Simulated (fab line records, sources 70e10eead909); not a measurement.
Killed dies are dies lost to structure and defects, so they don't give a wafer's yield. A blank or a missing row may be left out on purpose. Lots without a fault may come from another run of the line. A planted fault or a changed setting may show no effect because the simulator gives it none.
fab line records | flow nand_harc
record lots=5 wafers=15 last_day=27
route steps=1159 shown A_CHANNEL_FILL_D1@512 A_STAIRCASE@519
lots that met no fault: from a run of the same line without faults
start_h: hours from the record's first day to the start of the lot's first wafer shown | wait_h: hours since the lot's step before | " the same as in the row above | L1.1+2: a row that stands for several wafers | - no value, or no start given | * or withheld: withheld | < > ~ a bound
route shown NAME@n: a module of which the file shows steps, and the number in the route of the first | usual: mean/standard deviation of fault-free wafers | same: alike in all rows | chamber/n: place in a boat | sites: the reading at each site | _std_site: their standard deviation | _edge_site: outer sites' mean less inner sites' | radius_mm: how far each site lies from the wafer's centre | mask NAME#n: copy n | behind: the tool/chamber that last shaped the wafer | hold: why the lot was held/for how many hours/how that ended | device: the transistor (n, p or np) that didn't switch | end of line: the same wafers' tests at the end of the route | a step without rows: its recipe alone | killed: dies lost to structure and defects at the first sort, not the wafer's yield | map: a wafer's dies, x killed, . not, _ none there
set.NAME: the setting as run; set.NAME@STEP: as run at that earlier step | model.NAME: the simulator's own value behind a step, which no gauge read
lots at some steps of the route; a table a step, a row a wafer
services: from which hour (start_h, from the record's first day; less than 0 if before it) a tool's chamber was out of use, for how many hours, and why
## steps
# step NHARC_A_CHANNEL_FILL_D1_CVD_09
# recipe target_thk_a=1500 temp_c=620 pressure_mtorr=200 time_s=3000 material=poly-Si
# usual spike_tc_upper_C=620.6/1.2 zone_power_centre_pct=8.5/0.57
# columns lot.wafer tool chamber start_h wait_h spike_tc_upper_C zone_power_centre_pct
L075.1 lpcvd_poly-04 0 244.40 1.1 619.9 8.6
L075.4 " 0 " " 620.0 8.4
L075.5 " 0 " " 619.6 8.7
L081.1 lpcvd_poly-03 0 272.82 2.4 622.7 8.0
L081.5 " 0 " " 621.3 7.8
L081.6 " 0 " " 622.9 7.8
L085.1 lpcvd_poly-02 0 305.92 2.3 621.1 9.2
L085.2 " 0 " " 620.5 9.0
L085.3 " 0 " " 617.7 9.3
L092.1 lpcvd_poly-03 0 339.46 2.4 621.1 7.9
L092.3 " 0 " " 621.2 7.9
L092.4 " 0 " " 621.7 7.9
L096.1 lpcvd_poly-02 0 352.35 2.3 619.5 9.3
L096.3 " 0 " " 619.6 9.2
L096.4 " 0 " " 621.0 9.3
# step NHARC_A_CHANNEL_FILL_D1_CMP_10
# recipe target_thk_nm=150
# usual motor_current_A=11.9/1.2 slurry_filter_dp_kPa=13.52/0.13 time_to_endpoint_s=14.6/1.9
# columns lot.wafer tool chamber start_h wait_h motor_current_A slurry_filter_dp_kPa time_to_endpoint_s
L075.1 cmp-01 0 247.60 0.4 10.2 13.48 14.8
L075.4 " 1 " " 12.6 13.70 12.9
L075.5 " 2 " " 13.3 13.69 12.0
L081.1 cmp-04 0 275.98 0.4 10.5 13.69 12.3
L081.6 " 0 " " 10.8 13.48 14.0
L081.5 " 1 " " 11.8 13.66 13.4
L085.2 cmp-04 0 309.11 0.4 10.4 13.65 13.7
L085.3 " 1 " " 11.6 13.48 13.5
L085.1 " 2 " " 13.5 13.73 15.2
L092.4 cmp-03 1 342.64 0.4 12.5 13.40 15.7
L092.1 " 2 " " 12.9 13.46 14.0
L092.3 " 3 " " 13.4 13.58 15.7
L096.1 cmp-01 2 355.54 0.4 13.1 13.52 13.4
L096.3 " 3 " " 11.7 13.26 13.2
L096.4 " 1 " " 13.4 13.34 13.0
# step NHARC_A_CHANNEL_FILL_D1_SRD_12
# columns lot.wafer tool chamber start_h wait_h
L075.5+4+1 wet_bench-01 0,2,5 247.85 0.0
L081.6+1+5 wet_bench-06 7,0,4 276.27 0.0
L085.1+2+3 wet_bench-01 6,7,0 309.39 0.1
L092.4+3+1 wet_bench-06 2,3,4 342.95 0.1
L096.1+3+4 wet_bench-01 4,5,1 355.84 0.0
# step NHARC_A_CHANNEL_FILL_D1_RTA_24
# recipe temp_c=1000 time_s=5
# usual lamp_power_pct=26.8/1.2 lamp_zone_1_pct=26.8/1.2 wafer_temp_C_max=1005.3/1.5
# columns lot.wafer tool chamber start_h wait_h lamp_power_pct lamp_zone_1_pct wafer_temp_C_max
L075.1 rtp_anneal-01 0 248.22 0.3 27.8 27.8 1005.4
L075.4 " 0 " " 27.8 27.8 1003.6
L075.5 " 0 " " 27.9 27.8 1003.9
L081.1 rtp_anneal-01 0 276.40 0.0 27.9 27.8 1004.4
L081.5 " 0 " " 27.8 27.8 1004.1
L081.6 " 0 " " 27.9 27.8 1003.9
L085.1 rtp_anneal-01 0 309.50 0.0 27.8 27.8 1003.6
L085.2 " 0 " " 27.9 27.9 1002.8
L085.3 " 0 " " 27.8 27.8 1003.8
L092.1 rtp_anneal-01 0 343.06 0.0 27.8 27.8 1004.1
L092.3 " 0 " " 27.8 27.8 1006.2
L092.4 " 0 " " 27.8 27.9 1006.5
L096.1 rtp_anneal-02 0 355.96 0.0 25.4 25.4 1004.8
L096.3 " 0 " " 25.4 25.4 1006.5
L096.4 " 0 " " 25.4 25.5 1007.8
# step NHARC_A_CHANNEL_FILL_D1_INSPECT_13
# usual raw_defect_count=318/120
# columns lot.wafer tool chamber start_h wait_h raw_defect_count
L075.1 defect_inspect-01 - 248.42 0.2 309
L075.4 " - " " 258
L075.5 " - " " 269
L081.1 defect_inspect-01 - 276.60 0.2 581
L081.5 " - " " 368
L081.6 " - " " 423
L085.1 defect_inspect-01 - 309.70 0.2 353
L085.2 " - " " 337
L085.3 " - " " 301
L092.1 defect_inspect-02 - 343.25 0.2 169
L092.3 " - " " 238
L092.4 " - " " 190
L096.1 defect_inspect-02 - 356.16 0.2 357
L096.3 " - " " 165
L096.4 " - " " 417
# step NHARC_A_STAIRCASE_DEP_156
# recipe target_thk_a=500 temp_c=400 target_thk_nm=50 flow_sccm=200 rf_w=450 material=SiNx
# usual heater_power_w=707/82 showerhead_vpp_V=1320/60
# columns lot.wafer tool chamber start_h wait_h heater_power_w showerhead_vpp_V
L075.1 pecvd-02 0 248.59 0.2 778 1367
L075.4 " 2 " " 621 1295
L075.5 " 1 " " 757 1206
L081.1 pecvd-03 1 277.30 0.7 680 1419
L081.6 " 1 " " 692 1422
L081.5 " 2 " " 828 1295
L085.1 pecvd-02 0 309.76 0.1 806 1382
L085.3 " 1 " " 730 1198
L085.2 " 2 " " 710 1280
L092.1 pecvd-03 1 343.32 0.1 616 1417
L092.3 " 2 " " 737 1320
L092.4 " 2 " " 725 1279
L096.1 pecvd-03 0 356.36 0.2 609 1325
L096.3 " 1 " " 547 1418
L096.4 " 1 " " 568 1378
# step NHARC_A_STAIRCASE_DEHYDRATE_158
# recipe temp_c=150 time_s=120
# usual heater_power_total_W=182.6/1.3 plate_temp_C=149.99/0.14
# columns lot.wafer tool chamber start_h wait_h heater_power_total_W plate_temp_C
L075.1 litho_track-03 0 248.83 0.2 180.4 149.78
L075.4 " 0 " " 181.0 149.93
L075.5 " 0 " " 181.8 149.92
L081.1 litho_track-05 0 277.57 0.2 184.9 150.13
L081.5 " 0 " " 183.3 150.09
L081.6 " 0 " " 183.9 149.91
L085.1 litho_track-03 0 310.04 0.2 184.0 149.83
L085.2 " 0 " " 184.8 149.77
L085.3 " 0 " " 180.7 149.97
L092.1 litho_track-05 0 343.59 0.2 180.8 149.84
L092.3 " 0 " " 182.2 149.82
L092.4 " 0 " " 182.2 149.83
L096.1 litho_track-03 0 356.65 0.3 183.9 149.91
L096.3 " 0 " " 182.9 149.76
L096.4 " 0 " " 184.7 149.95
# step NHARC_A_STAIRCASE_HMDS_159
# recipe time_s=30
# columns lot.wafer tool chamber start_h wait_h
L075.1+4+5 litho_track-03 0 - -
L081.1+5+6 litho_track-05 0 - -
L085.1+2+3 litho_track-03 0 - -
L092.1+3+4 litho_track-05 0 - -
L096.1+3+4 litho_track-03 0 - -
# step NHARC_A_STAIRCASE_COAT_160
# recipe spin_rpm=1200
# columns lot.wafer tool chamber start_h wait_h
L075.1+4+5 litho_track-03 0 - -
L081.1+5+6 litho_track-05 0 - -
L085.1+2+3 litho_track-03 0 - -
L092.1+3+4 litho_track-05 0 - -
L096.1+3+4 litho_track-03 0 - -
# step NHARC_A_STAIRCASE_SOFTBAKE_161
# recipe temp_c=135 time_s=170
# usual heater_power_total_W=134.4/0.97 plate_temp_C=134.98/0.13
# columns lot.wafer tool chamber start_h wait_h heater_power_total_W plate_temp_C
L075.1 litho_track-03 0 - - 133.8 134.91
L075.4 " 0 " " 133.2 134.99
L075.5 " 0 " " 135.5 135.06
L081.1 litho_track-05 0 - - 135.9 135.20
L081.5 " 0 " " 133.6 135.06
L081.6 " 0 " " 133.3 134.88
L085.1 litho_track-03 0 - - 133.7 134.92
L085.2 " 0 " " 133.3 135.15
L085.3 " 0 " " 135.2 135.09
L092.1 litho_track-05 0 - - 133.6 134.79
L092.3 " 0 " " 133.4 134.85
L092.4 " 0 " " 133.8 134.80
L096.1 litho_track-03 0 - - 134.3 135.07
L096.3 " 0 " " 135.2 135.19
L096.4 " 0 " " 136.3 134.98
# step NHARC_A_STAIRCASE_EBR_162
# columns lot.wafer tool chamber start_h wait_h
L075.1+4+5 litho_track-03 0 - -
L081.1+5+6 litho_track-05 0 - -
L085.1+2+3 litho_track-03 0 - -
L092.1+3+4 litho_track-05 0 - -
L096.1+3+4 litho_track-03 0 - -
# step NHARC_A_STAIRCASE_EXPOSE_163
# recipe na=0.5 dose_mj=20.01 mask_id=STAIR_OPEN
# columns lot.wafer tool chamber start_h wait_h mask
L075.1+4+5 krf_scanner-01 0 249.28 - STAIR_OPEN#0
L081.1+5+6 krf_scanner-04 0 277.77 - STAIR_OPEN#0
L085.1+2+3 krf_scanner-04 0 310.37 - STAIR_OPEN#0
L092.1+3+4 krf_scanner-04 0 343.80 - STAIR_OPEN#0
L096.1+3+4 krf_scanner-04 0 357.01 - STAIR_OPEN#0
# step NHARC_A_STAIRCASE_PEB_164
# recipe peb_temp_c=115 peb_time_s=130
# usual heater_power_total_W=123.86/0.21 plate_temp_C=114.99/0.15
# columns lot.wafer tool chamber start_h wait_h heater_power_total_W plate_temp_C
L075.1 litho_track-05 0 249.35 0.1 124.05 115.06
L075.4 " 0 " " 124.05 114.77
L075.5 " 0 " " 124.00 115.03
L081.1 litho_track-03 0 277.84 0.1 123.81 115.14
L081.5 " 0 " " 124.04 115.22
L081.6 " 0 " " 124.04 115.23
L085.1 litho_track-03 0 310.43 0.1 124.06 115.08
L085.2 " 0 " " 123.93 114.99
L085.3 " 0 " " 124.07 115.22
L092.1 litho_track-03 0 343.86 0.1 124.09 115.10
L092.3 " 0 " " 123.97 115.15
L092.4 " 0 " " 123.93 114.97
L096.1 litho_track-05 0 357.07 0.1 123.49 114.86
L096.3 " 0 " " 123.76 114.98
L096.4 " 0 " " 124.12 114.95
# step NHARC_A_STAIRCASE_DEVELOP_165
# recipe time_s=140
# columns lot.wafer tool chamber start_h wait_h
L075.1+4+5 litho_track-05 0 - -
L081.1+5+6 litho_track-03 0 - -
L085.1+2+3 litho_track-03 0 - -
L092.1+3+4 litho_track-03 0 - -
L096.1+3+4 litho_track-05 0 - -
# step NHARC_A_STAIRCASE_HARDBAKE_167
# recipe temp_c=120 time_s=140
# usual heater_power_total_W=127.32/0.25
# columns lot.wafer tool chamber start_h wait_h heater_power_total_W
L075.1 litho_track-02 0 249.57 - 127.36
L075.4 " 0 " " 127.33
L075.5 " 0 " " 127.11
L081.1 litho_track-03 0 278.06 - 127.19
L081.5 " 0 " " 127.31
L081.6 " 0 " " 127.45
L085.1 litho_track-05 0 310.67 - 127.16
L085.2 " 0 " " 127.42
L085.3 " 0 " " 127.21
L092.1 litho_track-03 0 344.08 - 127.39
L092.3 " 0 " " 127.23
L092.4 " 0 " " 127.17
L096.1 litho_track-03 0 357.29 - 126.68
L096.3 " 0 " " 127.41
L096.4 " 0 " " 126.91
# step NHARC_A_STAIRCASE_DESCUM_168
# recipe time_s=3 o2_flow_sccm=200 ar_flow_sccm=0 bias_power_w=0 chemistry=O2
# usual drypump_motor_current_A=5.5/0.4 oes_product_au=1.002/0.0078 rf_vpp_V=57.6/0.89 showerhead_plenum_p_Torr=1.90/0.089 throttle_valve_pct=11.311/0.0086
# columns lot.wafer tool chamber start_h wait_h drypump_motor_current_A oes_product_au rf_hours_counter_h rf_vpp_V showerhead_plenum_p_Torr throttle_valve_pct
L075.4 rie_diel-09 0 249.66 - 4.8 0.998 63 57.4 1.82 11.309
L075.1 " 2 " " 5.3 0.994 64 58.8 1.93 11.309
L075.5 " 0 " " 4.8 1.007 - 55.8 1.82 11.315
L081.1 rie_diel-09 2 278.22 - 5.3 0.991 4 57.6 1.93 11.320
L081.6 " 2 " " 5.3 0.993 - 56.9 1.93 11.315
L081.5 " 3 " " 5.2 0.997 - 56.5 1.93 11.310
L085.3 rie_diel-13 1 310.76 - 5.3 1.009 10 56.9 1.86 11.310
L085.2 " 3 " " 6.5 1.005 9 58.9 2.07 11.306
L085.1 " 0 " " 5.5 1.007 9 58.3 1.95 11.306
L092.4 rie_diel-09 1 344.17 - 5.4 0.993 22 58.3 2.07 11.312
L092.3 " 2 " " 5.3 0.991 26 58.6 1.93 11.313
L092.1 " 3 " " 5.2 0.999 31 57.1 1.92 11.310
L096.3 rie_diel-11 2 358.63 - 5.8 1.016 60 57.4 1.87 11.309
L096.1 " 3 " " 5.7 0.999 60 57.2 1.86 11.314
L096.4 " 1 " " 5.7 1.008 56 57.0 1.93 11.312
# step NHARC_A_STAIRCASE_ETCH_169
# recipe target_depth_a=500 time_s=107.1 ion_energy_ev=120 ch3f_flow_sccm=50 o2_flow_sccm=30 ar_flow_sccm=200 rf_w=500 bias_w=100 chemistry=CH3F/O2
# usual drypump_motor_current_A=5.5/0.43 oes_product_au=0.952/0.02 rf_vpp_V=243.9/1.5 showerhead_plenum_p_Torr=2.44/0.11 throttle_valve_pct=20.663/0.0097
# columns lot.wafer tool chamber start_h wait_h drypump_motor_current_A oes_product_au rf_hours_counter_h rf_vpp_V showerhead_plenum_p_Torr throttle_valve_pct
L075.1 rie_diel-09 0 249.74 0.1 4.8 0.938 63 242.9 2.34 20.683
L075.4 " 1 " " 5.4 0.929 63 241.5 2.27 20.688
L075.5 " 1 " " 5.4 0.937 - 240.8 2.27 20.670
L081.1 rie_diel-09 0 278.30 0.1 4.8 0.986 3 244.1 2.34 20.679
L081.6 " 0 " " 4.8 0.981 - 243.0 2.34 20.660
L081.5 " 1 " " 5.4 0.978 - 247.1 2.66 20.682
L085.2 rie_diel-13 2 310.86 0.1 5.7 0.949 9 243.6 2.31 20.662
L085.3 " 3 " " 6.5 0.954 9 247.3 2.66 20.665
L085.1 " 0 " " 5.4 0.967 9 244.1 2.50 20.662
L092.4 rie_diel-09 2 344.26 0.1 5.3 0.969 26 245.7 2.47 20.659
L092.1 " 3 " " 5.2 0.980 31 244.3 2.47 20.664
L092.3 " 1 " " 5.4 0.961 22 246.6 2.65 20.667
L096.3 rie_diel-11 0 358.90 0.3 5.5 0.928 59 243.1 2.30 20.648
L096.1 " 2 " " 5.7 0.923 60 241.5 2.40 20.662
L096.4 " 3 " " 5.7 0.935 60 244.5 2.39 20.662
# step NHARC_A_STAIRCASE_ETCH_170
# recipe target_depth_a=2000 time_s=66.667 ion_energy_ev=250 c4f6_flow_sccm=25 o2_flow_sccm=20 ar_flow_sccm=500 rf_w=600 bias_w=500 chemistry=C4F6/O2
# usual drypump_motor_current_A=5.5/0.42 oes_product_au=0.973/0.015 rf_vpp_V=546/3.5 showerhead_plenum_p_Torr=3.90/0.17 throttle_valve_pct=26.903/0.0085
# columns lot.wafer tool chamber start_h wait_h drypump_motor_current_A oes_product_au rf_hours_counter_h rf_vpp_V showerhead_plenum_p_Torr throttle_valve_pct
L075.4 rie_diel-09 2 - - 5.3 0.970 65 548 3.96 26.894
L075.1 " 0 " " 4.8 0.982 63 543 3.74 26.914
L075.5 " 1 " " 5.4 0.976 - 543 3.64 26.906
L081.1 rie_diel-09 1 - - 5.4 0.974 3 554 4.22 26.891
L081.5 " 2 " " 5.3 0.971 - 549 3.96 26.903
L081.6 " 3 " " 5.2 0.989 - 548 3.95 26.901
L085.3 rie_diel-13 3 - - 6.6 0.974 9 553 4.22 26.910
L085.2 " 0 " " 5.5 0.975 9 548 3.99 26.913
L085.1 " 2 " " 5.7 0.983 10 544 3.70 26.902
L092.4 rie_diel-09 2 - - 5.3 0.975 26 547 3.95 26.903
L092.1 " 3 " " 5.2 0.988 31 548 3.93 26.911
L092.3 " 0 " " 4.8 0.988 29 544 3.72 26.917
L096.4 rie_diel-11 3 - - 5.7 0.987 60 544 3.83 26.902
L096.3 " 0 " " 5.5 0.995 59 542 3.69 26.899
L096.1 " 1 " " 5.7 0.981 56 547 3.95 26.895
# step NHARC_A_STAIRCASE_STRIP_171
# recipe power_w=1500 temp_c=250 chemistry=O2
# usual drypump_motor_current_A=5.8/0.55 heater_power_w=363/20 rf_refl_power_W=26/8.5
# columns lot.wafer tool chamber start_h wait_h drypump_motor_current_A heater_power_w rf_hours_counter_h rf_refl_power_W
L075.1 plasma_asher-01 1 250.29 - 5.6 325 47 12
L075.4 " 1 " " 5.6 324 - 12
L075.5 " 0 " " 5.7 334 - 19
L081.1 plasma_asher-02 0 278.67 - 5.2 392 29 23
L081.6 " 0 " " 5.2 382 - 23
L081.5 " 1 " " 6.5 364 - 35
L085.1 plasma_asher-01 0 311.10 - 5.7 337 9 -
L085.2 " 1 " " 5.6 333 9 -
L085.3 " 0 " " 5.7 334 - -
L092.1 plasma_asher-02 0 344.53 - 5.2 384 55 -
L092.4 " 1 " " 6.5 370 - -
L092.3 " 0 " " 5.2 397 - -
L096.1 plasma_asher-02 1 359.29 - 6.5 368 58 35
L096.4 " 0 " " 5.2 387 - 23
L096.3 " 1 " " 6.5 355 - 35
# step NHARC_A_STAIRCASE_STRIP_172
# recipe time_s=900 temp_c=130 chemistry=SPM
# columns lot.wafer tool chamber start_h wait_h
L075.1+4+5 wet_bench-09 0,2,3 250.60 0.3
L081.5+6+1 wet_bench-09 2,5,6 279.03 0.1
L085.3+2+1 wet_bench-03 6,7,3 311.45 0.2
L092.3+1+4 wet_bench-09 0,1,2 344.85 0.2
L096.3+4+1 wet_bench-03 4,7,1 359.60 0.2
# step NHARC_A_STAIRCASE_PRECLEAN_173
# recipe time_s=* temp_c=50 bath_age_min=0 chemistry=SC1
# columns lot.wafer tool chamber start_h wait_h
L075.1+4+5 wet_bench-09 0,2,3 - -
L081.5+6+1 wet_bench-09 2,5,6 - -
L085.3+2+1 wet_bench-03 6,7,3 - -
L092.3+1+4 wet_bench-09 0,1,2 - -
L096.3+4+1 wet_bench-03 4,7,1 - -
# step NHARC_A_STAIRCASE_SRD_174
# columns lot.wafer tool chamber start_h wait_h
L075.1+4+5 wet_bench-09 0,2,3 - -
L081.5+6+1 wet_bench-09 2,5,6 - -
L085.3+2+1 wet_bench-03 6,7,3 - -
L092.3+1+4 wet_bench-09 0,1,2 - -
L096.3+4+1 wet_bench-03 4,7,1 - -
# step NHARC_A_STAIRCASE_DEHYDRATE_01
# recipe temp_c=150 time_s=120
# usual heater_power_total_W=182.6/1.2 plate_temp_C=150.02/0.16
# columns lot.wafer tool chamber start_h wait_h heater_power_total_W plate_temp_C
L075.1 litho_track-02 0 251.05 - 180.6 150.20
L075.4 " 0 " " 183.4 150.26
L075.5 " 0 " " 182.5 149.96
L081.1 litho_track-02 0 279.49 - 181.3 149.95
L081.5 " 0 " " 184.6 149.99
L081.6 " 0 " " 183.9 149.66
L085.1 litho_track-02 0 311.90 - 184.0 149.93
L085.2 " 0 " " 182.0 150.05
L085.3 " 0 " " 181.3 150.01
L092.1 litho_track-03 0 345.30 - 182.1 149.95
L092.3 " 0 " " 184.9 150.03
L092.4 " 0 " " 184.3 150.10
L096.1 litho_track-03 0 360.06 - 183.6 150.23
L096.3 " 0 " " 183.3 150.00
L096.4 " 0 " " 181.5 150.09
# step NHARC_A_STAIRCASE_HMDS_02
# recipe time_s=30
# columns lot.wafer tool chamber start_h wait_h
L075.1+4+5 litho_track-02 0 - -
L081.1+5+6 litho_track-02 0 - -
L085.1+2+3 litho_track-02 0 - -
L092.1+3+4 litho_track-03 0 - -
L096.1+3+4 litho_track-03 0 - -
# step NHARC_A_STAIRCASE_COAT_03
# recipe spin_rpm=1200
# columns lot.wafer tool chamber start_h wait_h
L075.1+4+5 litho_track-02 0 - -
L081.1+5+6 litho_track-02 0 - -
L085.1+2+3 litho_track-02 0 - -
L092.1+3+4 litho_track-03 0 - -
L096.1+3+4 litho_track-03 0 - -
# step NHARC_A_STAIRCASE_SOFTBAKE_04
# recipe temp_c=135 time_s=170
# usual heater_power_total_W=134.5/0.95 plate_temp_C=135.00/0.12
# columns lot.wafer tool chamber start_h wait_h heater_power_total_W plate_temp_C
L075.1 litho_track-02 0 - - 133.3 134.80
L075.4 " 0 " " 133.5 134.76
L075.5 " 0 " " 134.3 135.00
L081.1 litho_track-02 0 - - 135.6 135.01
L081.5 " 0 " " 133.7 134.76
L081.6 " 0 " " 135.5 134.80
L085.1 litho_track-02 0 - - 133.5 134.81
L085.2 " 0 " " 134.0 134.93
L085.3 " 0 " " 133.4 134.84
L092.1 litho_track-03 0 - - 134.4 135.01
L092.3 " 0 " " 133.3 135.07
L092.4 " 0 " " 134.1 135.13
L096.1 litho_track-03 0 - - 134.1 135.12
L096.3 " 0 " " 134.3 135.02
L096.4 " 0 " " 135.8 135.02
# step NHARC_A_STAIRCASE_EBR_05
# columns lot.wafer tool chamber start_h wait_h
L075.1+4+5 litho_track-02 0 - -
L081.1+5+6 litho_track-02 0 - -
L085.1+2+3 litho_track-02 0 - -
L092.1+3+4 litho_track-03 0 - -
L096.1+3+4 litho_track-03 0 - -
# step NHARC_A_STAIRCASE_EXPOSE_06
# recipe na=0.5 dose_mj=25.43 mask_id=STAIR
# columns lot.wafer tool chamber start_h wait_h mask
L075.1+4+5 krf_scanner-01 0 251.38 - STAIR#0
L081.1+5+6 krf_scanner-03 0 279.69 - STAIR#0
L085.1+2+3 krf_scanner-01 0 312.23 - STAIR#0
L092.1+3+4 krf_scanner-03 0 345.63 - STAIR#0
L096.1+3+4 krf_scanner-04 0 360.39 - STAIR#0
# step NHARC_A_STAIRCASE_PEB_07
# recipe peb_temp_c=115 peb_time_s=130
# usual heater_power_total_W=123.81/0.22 plate_temp_C=114.99/0.13
# columns lot.wafer tool chamber start_h wait_h heater_power_total_W plate_temp_C
L075.1 litho_track-05 0 251.45 0.1 123.84 115.22
L075.4 " 0 " " 123.68 115.05
L075.5 " 0 " " 123.83 114.99
L081.1 litho_track-02 0 279.76 0.1 124.05 115.24
L081.5 " 0 " " 123.97 115.21
L081.6 " 0 " " 124.07 115.12
L085.1 litho_track-05 0 312.30 0.1 123.86 114.84
L085.2 " 0 " " 123.42 114.90
L085.3 " 0 " " 123.38 115.06
L092.1 litho_track-03 0 345.70 0.1 123.46 115.22
L092.3 " 0 " " 123.99 115.11
L092.4 " 0 " " 123.63 115.25
L096.1 litho_track-05 0 360.45 0.1 124.14 114.66
L096.3 " 0 " " 123.85 114.94
L096.4 " 0 " " 123.68 114.91
# step NHARC_A_STAIRCASE_DEVELOP_08
# recipe time_s=140
# columns lot.wafer tool chamber start_h wait_h
L075.1+4+5 litho_track-05 0 - -
L081.1+5+6 litho_track-02 0 - -
L085.1+2+3 litho_track-05 0 - -
L092.1+3+4 litho_track-03 0 - -
L096.1+3+4 litho_track-05 0 - -
# step NHARC_A_STAIRCASE_HARDBAKE_10
# recipe temp_c=120 time_s=140
# usual heater_power_total_W=127.35/0.26
# columns lot.wafer tool chamber start_h wait_h heater_power_total_W
L075.1 litho_track-03 0 251.67 - 127.59
L075.4 " 0 " " 127.23
L075.5 " 0 " " 127.18
L081.1 litho_track-02 0 279.97 - 127.45
L081.5 " 0 " " 126.80
L081.6 " 0 " " 127.46
L085.1 litho_track-03 0 312.52 - 127.27
L085.2 " 0 " " 127.43
L085.3 " 0 " " 127.02
L092.1 litho_track-03 0 345.92 - 127.28
L092.3 " 0 " " 127.07
L092.4 " 0 " " 127.03
L096.1 litho_track-03 0 360.67 - 127.43
L096.3 " 0 " " 127.23
L096.4 " 0 " " 127.25
# step NHARC_A_STAIRCASE_DESCUM_11
# recipe time_s=3 o2_flow_sccm=200 ar_flow_sccm=0 bias_power_w=0 chemistry=O2
# usual drypump_motor_current_A=5.5/0.39 oes_product_au=1.001/0.0091 rf_vpp_V=57.8/0.87 showerhead_plenum_p_Torr=1.90/0.086 throttle_valve_pct=11.311/0.009
# columns lot.wafer tool chamber start_h wait_h drypump_motor_current_A oes_product_au rf_hours_counter_h rf_vpp_V showerhead_plenum_p_Torr throttle_valve_pct
L075.1 rie_diel-11 1 251.77 - 5.7 1.010 15 56.8 1.94 11.313
L075.4 " 2 " " 5.8 1.002 17 56.6 1.88 11.305
L075.5 " 0 " " 5.5 1.008 - 58.5 1.80 11.309
L081.1 rie_diel-09 1 280.38 - 5.4 0.998 4 58.2 2.07 11.294
L081.5 " 1 " " 5.4 0.990 - 58.4 2.07 11.317
L081.6 " 2 " " 5.3 0.992 - 57.1 1.93 11.311
L085.2 rie_diel-09 2 312.61 - 5.3 0.998 16 58.1 1.93 11.308
L085.1 " 0 " " 4.8 0.998 17 58.0 1.81 11.306
L085.3 " 1 " " 5.4 0.998 12 59.3 2.07 11.306
L092.1 rie_diel-09 3 346.01 - 5.2 1.001 31 57.4 1.92 11.317
L092.4 " 0 " " 4.8 1.007 29 58.2 1.81 11.321
L092.3 " 2 " " 5.3 0.996 26 59.3 1.92 11.316
L096.1 rie_diel-11 1 360.77 - 5.7 1.010 57 58.4 1.93 11.288
L096.4 " 2 " " 5.8 1.011 61 57.2 1.87 11.315
L096.3 " 3 " " 5.7 1.009 61 57.3 1.86 11.309
# step NHARC_A_STAIRCASE_TRIM_12
# recipe time_s=211.2 o2_flow_sccm=500 ar_flow_sccm=0 bias_w=0 chemistry=O2
# usual drypump_motor_current_A=5.5/0.39 oes_product_au=1.001/0.0089 rf_vpp_V=57.6/0.94 showerhead_plenum_p_Torr=3.51/0.15 throttle_valve_pct=17.037/0.0087
# columns lot.wafer tool chamber start_h wait_h drypump_motor_current_A oes_product_au rf_hours_counter_h rf_vpp_V showerhead_plenum_p_Torr throttle_valve_pct
L075.1 rie_diel-11 1 251.85 0.1 5.7 1.005 15 57.1 3.58 17.039
L075.4 " 2 " " 5.8 0.999 17 57.0 3.47 17.035
L075.5 " 1 " " 5.7 1.000 - 55.8 3.58 17.029
L081.1 rie_diel-09 1 280.55 0.2 5.4 1.004 4 57.0 3.81 17.028
L081.5 " 1 " " 5.4 1.016 - 56.9 3.81 17.055
L081.6 " 2 " " 5.3 1.004 - 57.1 3.56 17.023
L085.1 rie_diel-09 1 312.71 0.1 5.4 0.986 12 59.2 3.80 17.030
L085.2 " 2 " " 5.3 0.999 16 59.5 3.55 17.038
L085.3 " 3 " " 5.3 0.998 19 58.3 3.54 17.037
L092.4 rie_diel-09 0 346.11 0.1 4.8 0.999 29 56.7 3.34 17.036
L092.1 " 1 " " 5.4 1.000 22 59.2 3.80 17.032
L092.3 " 2 " " 5.3 0.992 26 57.5 3.55 17.025
L096.3 rie_diel-11 3 361.04 0.2 5.7 1.011 62 56.7 3.44 17.040
L096.1 " 0 " " 5.5 1.031 61 57.5 3.31 17.023
L096.4 " 1 " " 5.7 1.018 57 57.6 3.55 17.042
# step NHARC_A_STAIRCASE_ETCH_13
# recipe target_depth_a=1000 time_s=40.5 ion_energy_ev=400 c4f8_flow_sccm=20 o2_flow_sccm=10 ar_flow_sccm=withheld rf_w=600 bias_w=1000 chemistry=C4F8/O2
# usual oes_product_au=0.937/0.012 rf_vpp_V=895/5.5
# columns lot.wafer tool chamber start_h wait_h oes_product_au rf_hours_counter_h rf_vpp_V
L075.1 rie_diel-11 3 - - 0.942 17 894
L075.4 " 1 " " 0.934 15 898
L075.5 " 3 " " 0.944 - 893
L081.1 rie_diel-09 3 - - 0.925 7 897
L081.5 " 0 " " 0.925 - 890
L081.6 " 1 " " 0.933 - 906
L085.3 rie_diel-09 0 - - 0.921 17 890
L085.1 " 1 " " 0.932 12 905
L085.2 " 2 " " 0.928 16 897
L092.4 rie_diel-09 2 - - 0.948 26 897
L092.1 " 3 " " 0.946 31 898
L092.3 " 0 " " 0.931 30 889
L096.4 rie_diel-11 3 - - 0.946 62 892
L096.3 " 0 " " 0.946 61 887
L096.1 " 1 " " 0.945 57 898
## services
# columns tool chamber start_h hours kind
wet_bench-01 - 225.34 8.0 pm
rie_diel-13 2 225.68 4.4 repair
krf_scanner-03 - 236.56 0.7 repair
litho_track-05 - 237.01 7.0 pm
cmp-01 - 240.85 0.6 repair
rie_diel-11 1 241.89 9.1 repair
cmp-04 - 242.67 4.3 repair
rie_diel-09 - 254.15 9.0 pm
krf_scanner-01 - 259.10 4.0 pm
krf_scanner-03 - 260.98 0.5 repair
plasma_asher-01 - 276.00 9.0 pm
rie_diel-13 - 276.20 9.0 pm
wet_bench-09 - 288.80 8.0 pm
rie_diel-09 1 290.16 10.6 repair
pecvd-03 - 292.00 13.0 pm
cmp-01 - 292.64 1.4 repair
krf_scanner-04 - 298.00 4.0 pm
pecvd-03 0 308.58 4.4 repair
krf_scanner-04 - 319.42 3.0 repair
wet_bench-03 - 322.40 8.0 pm
krf_scanner-04 - 333.71 5.5 repair
litho_track-02 - 340.00 7.0 pm
rie_diel-09 - 350.67 2.0 repair
plasma_asher-02 - 360.35 9.0 pm
## key
fault none
